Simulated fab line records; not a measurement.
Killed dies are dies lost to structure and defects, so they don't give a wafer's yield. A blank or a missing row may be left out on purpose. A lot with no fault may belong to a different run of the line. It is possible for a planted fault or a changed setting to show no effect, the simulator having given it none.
A lot that was struck, set against a sound lot | flow nand_harc | 15 out of 1302 route steps
Sound: these wafers, L296.1, L296.2, L296.4. Struck: wafer L284.5. (L284.3, L284.4 of the same lot were not struck and are left out.) The cause comes at the end.
At each step with rows: each side's tool, then ch and its chambers, then its first start. Under that, the readings that differ: sound wafers | struck wafers | difference of the means | sigmas: that difference in standard deviations of wafers without a fault.
alike: readings whose means differ by less than 2 such deviations, and words and numbers that are the same on both sides. not compared: withheld readings, readings that some wafer has no value for, bounds like >300 that may hide the same value, and numbers for which the record gives no deviation and whose values overlap.
A row with sigmas, a row that says differs or no value, or rows on one side alone: a step with any of these is where the two part. Numbers that have no deviation but don't overlap get no sigmas and don't part them. A reading missing from all wafers of one side parts the sides only when that side holds two or more wafers.

first, 6 steps without rows for these wafers: NHARC_A_DECK1_JOINT_CVD_34 (deposits SiNx, target thk 20 nm); NHARC_A_DECK1_JOINT_DEP_06 (deposits SiOx, target thk 80 nm); NHARC_A_DECK1_JOINT_CURE_26 (time 32 s); NHARC_A_DECK1_JOINT_ANNEAL_27 (time 3600 s); NHARC_A_DECK1_JOINT_ANNEAL_28 (time 1800 s); NHARC_A_DECK1_JOINT_ANNEAL_29 (time 1800 s).
NHARC_A_DECK1_JOINT_CMP_02: polishes SiOx.
  sound on cmp-03 ch 0,1,3, day 19 16:28; struck on cmp-02 ch 0, day 14 06:29
  alike: motor_current_A, slurry_filter_dp_kPa
  not compared: pad_life_wafers
following that, these wafers have no rows for 1 step: NHARC_A_DECK1_JOINT_SRD_15.
NHARC_A_DECK1_JOINT_DEP_16: deposits SiO2, target thk 45 nm.
  sound on pecvd-01 ch 0,1,2, day 19 17:02; struck on pecvd-04 ch 1, day 14 06:54
  alike: heater_power_w, throttle_valve_pct
NHARC_A_DECK1_JOINT_THK_MEAS_17: measures by ellipsometry.
  sound on film_metro-02, day 19 17:19; struck on film_metro-01, day 14 07:09
  alike: thk_nm
NHARC_A_DECK1_JOINT_INSPECT_05:
  sound on defect_inspect-01, day 19 17:21; struck on defect_inspect-01, day 14 07:11
  alike: raw_defect_count
NHARC_A_ONON_D2_DEP_00: target thk 1000 nm.
  sound on pecvd_onon-04 ch 0, day 19 17:25; struck on pecvd_onon-02 ch 0, day 14 07:22
  alike: n2o_flow_sccm
NHARC_A_ONON_D2_THK_MEAS_02: measures by ellipsometry.
  sound on film_metro-01, day 19 17:56; struck on film_metro-02, day 14 07:46
  reading     | sound       | struck | difference | sigmas
  thk_nm (nm) | 992 993 994 | 1438   | +445       | +37
next comes 1 step that has no rows for these wafers: NHARC_A_ONON_D2_DEP_03 (target thickness 1000 nm).
-- break in the record here, with 12 days between the starts of the struck wafers on either side (left off in module A_ONON_D2, picked up again in module END, where the first step shown is number 1302 on the route) --
NHARC_END_SORT_01:
  sound on prober-02 ch 0, day 31 17:26; struck on prober-01 ch 0, day 25 21:35
  alike: killed_at_array, killed_at_other, killed_at_periphery, killed_dies, killed_open, killed_short

== WHERE THEY PART ==
Only at NHARC_A_ONON_D2_THK_MEAS_02, as far as this record shows. Later steps at which nothing parts them and some readings are alike: NHARC_END_SORT_01.

WHY: what had been put in by the simulator
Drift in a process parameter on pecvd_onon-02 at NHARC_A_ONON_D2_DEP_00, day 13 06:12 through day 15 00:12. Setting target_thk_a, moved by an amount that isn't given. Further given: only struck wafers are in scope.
